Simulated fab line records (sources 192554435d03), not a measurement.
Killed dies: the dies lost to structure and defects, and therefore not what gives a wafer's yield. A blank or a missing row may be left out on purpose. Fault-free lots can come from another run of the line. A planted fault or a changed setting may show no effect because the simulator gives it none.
Matching of chambers :: flow n5_finfet :: N5_BEOL_M10_DEP_56 on pecvd-04 has 3 sister chambers
The step deposits SiCN from 3MS/NH3, target thk 15 nm, time 26.5 s. 22 wafers are shown with their chamber, then 11 later ones without.

== WAFERS PAIRED WITH THEIR CHAMBERS ==
wafer: L074.2
chamber: 0
showerhead_plenum_p_Torr (Torr): 3.677
throttle_valve_pct (%): 9.2

wafer: L074.3
chamber: 2
showerhead_plenum_p_Torr (Torr): 3.664
throttle_valve_pct (%): 9.0

wafer: L074.4
chamber: 2
showerhead_plenum_p_Torr (Torr): 3.656
throttle_valve_pct (%): 9.0

wafer: L075.3
chamber: 1
showerhead_plenum_p_Torr (Torr): 3.663
throttle_valve_pct (%): 9.2

wafer: L075.4
chamber: 2
showerhead_plenum_p_Torr (Torr): 3.653
throttle_valve_pct (%): 9.2

wafer: L075.5
chamber: 1
showerhead_plenum_p_Torr (Torr): 3.674
throttle_valve_pct (%): 8.9

wafer: L082.4
chamber: 1
showerhead_plenum_p_Torr (Torr): 3.664
throttle_valve_pct (%): 8.9

wafer: L082.5
chamber: 0
showerhead_plenum_p_Torr (Torr): 3.670
throttle_valve_pct (%): 8.8

wafer: L082.6
chamber: 2
showerhead_plenum_p_Torr (Torr): 3.655
throttle_valve_pct (%): 9.1

wafer: L083.1
chamber: 1
showerhead_plenum_p_Torr (Torr): 3.657
throttle_valve_pct (%): 9.1

wafer: L083.2
chamber: 0
showerhead_plenum_p_Torr (Torr): 3.673
throttle_valve_pct (%): 8.9

wafer: L083.6
chamber: 2
showerhead_plenum_p_Torr (Torr): 3.662
throttle_valve_pct (%): 9.2

wafer: L085.1
chamber: 2
showerhead_plenum_p_Torr (Torr): 3.657
throttle_valve_pct (%): 9.2

wafer: L085.3
chamber: 1
showerhead_plenum_p_Torr (Torr): 3.664
throttle_valve_pct (%): 9.0

wafer: L085.5
chamber: 0
showerhead_plenum_p_Torr (Torr): 3.675
throttle_valve_pct (%): 8.9

wafer: L086.1
chamber: 2
showerhead_plenum_p_Torr (Torr): 3.661
throttle_valve_pct (%): 9.2

wafer: L086.2
chamber: 0
showerhead_plenum_p_Torr (Torr): 3.672
throttle_valve_pct (%): 9.0

wafer: L086.3
chamber: 1
showerhead_plenum_p_Torr (Torr): 3.663
throttle_valve_pct (%): 9.0

wafer: L088.1
chamber: 2
showerhead_plenum_p_Torr (Torr): 3.658
throttle_valve_pct (%): 9.1

wafer: L088.4
chamber: 1
showerhead_plenum_p_Torr (Torr): 3.662
throttle_valve_pct (%): 9.1

wafer: L088.5
chamber: 2
showerhead_plenum_p_Torr (Torr): 3.650
throttle_valve_pct (%): 9.4

wafer: L089.3
chamber: 0
showerhead_plenum_p_Torr (Torr): 3.673
throttle_valve_pct (%): 9.1

SIGNATURES (means of the wafers above)
reading: showerhead_plenum_p_Torr
chamber 0: 3.67333
chamber 1: 3.66386
chamber 2: 3.65733
scatter within a chamber: 0.00426

reading: throttle_valve_pct
chamber 0: 8.983
chamber 1: 9.029
chamber 2: 9.156
scatter within a chamber: 0.127
Rule: a wafer's distance from a chamber is the root of the sum, over the readings, of the square of ((its reading less the chamber's mean) divided by the reading's scatter). The wafer belongs to the nearest chamber; if the next one is less than 2 further off, it can't be placed. The scatter is the square root of a quotient: the sum, over the shown wafers, of each reading's squared deviation from its chamber's mean, divided by wafers minus chambers.

== WAFERS WHOSE CHAMBER IS MISSING ==
wafer: L089.5
showerhead_plenum_p_Torr (Torr): 3.664
throttle_valve_pct (%): 8.4

wafer: L089.6
showerhead_plenum_p_Torr (Torr): 3.667
throttle_valve_pct (%): 9.1

wafer: L092.2
showerhead_plenum_p_Torr (Torr): 3.654
throttle_valve_pct (%): 9.2

wafer: L092.3
showerhead_plenum_p_Torr (Torr): 3.667
throttle_valve_pct (%): 9.1

wafer: L092.4
showerhead_plenum_p_Torr (Torr): 3.675
throttle_valve_pct (%): 8.8

wafer: L095.2
showerhead_plenum_p_Torr (Torr): 3.670
throttle_valve_pct (%): 8.7

wafer: L095.3
showerhead_plenum_p_Torr (Torr): 3.661
throttle_valve_pct (%): 8.6

wafer: L095.4
showerhead_plenum_p_Torr (Torr): 3.669
throttle_valve_pct (%): 9.1

wafer: L096.3
showerhead_plenum_p_Torr (Torr): 3.668
throttle_valve_pct (%): 9.4

wafer: L096.5
showerhead_plenum_p_Torr (Torr): 3.676
throttle_valve_pct (%): 8.9

wafer: L096.6
showerhead_plenum_p_Torr (Torr): 3.659
throttle_valve_pct (%): 9.2

== WHICH CHAMBER EACH ONE RAN IN ==
wafer: L089.5
from the rows above: can't be placed: 1 or 0 or 2
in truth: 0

wafer: L089.6
from the rows above: can't be placed: 1 or 0 or 2
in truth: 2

wafer: L092.2
from the rows above: can't be placed: 2 or 1
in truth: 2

wafer: L092.3
from the rows above: can't be placed: 1 or 0 or 2
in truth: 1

wafer: L092.4
from the rows above: can't be placed: 0 or 1
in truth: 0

wafer: L095.2
from the rows above: can't be placed: 0 or 1
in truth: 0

wafer: L095.3
from the rows above: can't be placed: 1 or 0 or 2
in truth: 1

wafer: L095.4
from the rows above: can't be placed: 1 or 0 or 2
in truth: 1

wafer: L096.3
from the rows above: can't be placed: 1 or 2 or 0
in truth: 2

wafer: L096.5
from the rows above: 0
in truth: 0

wafer: L096.6
from the rows above: can't be placed: 2 or 1
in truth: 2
Placed correctly: 1 of 11. Unplaceable from these rows: 10, with the true chamber sitting among the candidates in 10. 0 placed wrongly.
